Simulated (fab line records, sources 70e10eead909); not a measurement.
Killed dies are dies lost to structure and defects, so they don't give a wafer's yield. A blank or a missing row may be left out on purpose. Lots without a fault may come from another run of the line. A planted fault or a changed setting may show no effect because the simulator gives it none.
Chamber matching | flow nand_harc | NHARC_P_GATE_STRIP_101 on rie_diel-07: 4 sister chambers
The step strips in O2, time 20 s. 18 wafers are shown with their chamber, then 9 later ones without.

WAFERS WITH THEIR CHAMBER
wafer  | chamber | showerhead_plenum_p_Torr (Torr) | oes_product_au (a.u.) | rf_vpp_V (V)
L078.1 | 1       | 3.63                            | 1.001                 | 58.7
L078.5 | 1       | 3.63                            | 1.000                 | 57.9
L078.6 | 0       | 3.28                            | 0.993                 | 57.7
L079.1 | 3       | 3.59                            | 1.016                 | 58.1
L079.2 | 0       | 3.28                            | 1.014                 | 57.8
L079.6 | 0       | 3.28                            | 0.997                 | 57.9
L081.2 | 1       | 3.62                            | 1.006                 | 58.8
L081.3 | 2       | 3.51                            | 1.025                 | 56.7
L081.6 | 2       | 3.51                            | 1.018                 | 58.2
L084.2 | 1       | 3.62                            | 1.000                 | 57.9
L084.4 | 0       | 3.28                            | 0.994                 | 57.0
L084.6 | 1       | 3.62                            | 0.993                 | 58.2
L088.2 | 2       | 3.50                            | 1.033                 | 58.4
L088.3 | 3       | 3.58                            | 1.008                 | 59.4
L088.6 | 0       | 3.27                            | 1.010                 | 55.8
L086.1 | 2       | 3.50                            | 1.015                 | 56.2
L086.2 | 1       | 3.61                            | 0.989                 | 58.9
L086.5 | 2       | 3.50                            | 1.015                 | 57.0

SIGNATURES (means of the wafers above)
reading                  | chamber 0 | chamber 1 | chamber 2 | chamber 3 | scatter within a chamber
showerhead_plenum_p_Torr | 3.2780    | 3.6217    | 3.5040    | 3.5850    | 0.00617
oes_product_au           | 1.00160   | 0.99817   | 1.02120   | 1.01200   | 0.00773
rf_vpp_V                 | 57.240    | 58.400    | 57.300    | 58.750    | 0.786
Rule: a wafer's distance from a chamber is the root of the sum, over the readings, of the square of ((its reading less the chamber's mean) divided by the reading's scatter). The wafer belongs to the nearest chamber; if the next one is less than 2 further off, it can't be placed. The scatter: the root of (the sum of the squares of (reading less its chamber's mean) over the shown wafers, divided by (wafers less chambers)).

WAFERS WITHOUT THEIR CHAMBER
wafer  | showerhead_plenum_p_Torr (Torr) | oes_product_au (a.u.) | rf_vpp_V (V)
L087.1 | 3.50                            | 1.015                 | 58.0
L087.4 | 3.27                            | 1.014                 | 56.1
L087.6 | 3.58                            | 1.009                 | 58.4
L093.2 | 3.61                            | 0.997                 | 57.1
L093.3 | 3.27                            | 1.021                 | 56.4
L093.4 | 3.50                            | 1.020                 | 58.2
L094.1 | 3.26                            | 1.012                 | 56.0
L094.2 | 3.57                            | 1.019                 | 58.1
L094.5 | 3.61                            | 1.005                 | 58.3

WHICH CHAMBER EACH WENT THROUGH
wafer  | from the rows above | in truth
L087.1 | 2                   | 2
L087.4 | 0                   | 0
L087.6 | 3                   | 3
L093.2 | 1                   | 1
L093.3 | 0                   | 0
L093.4 | 2                   | 2
L094.1 | 0                   | 0
L094.2 | 3                   | 3
L094.5 | 1                   | 1
Placed correctly: 9 of 9. Can't be placed from these rows: 0. Placed wrongly: 0.
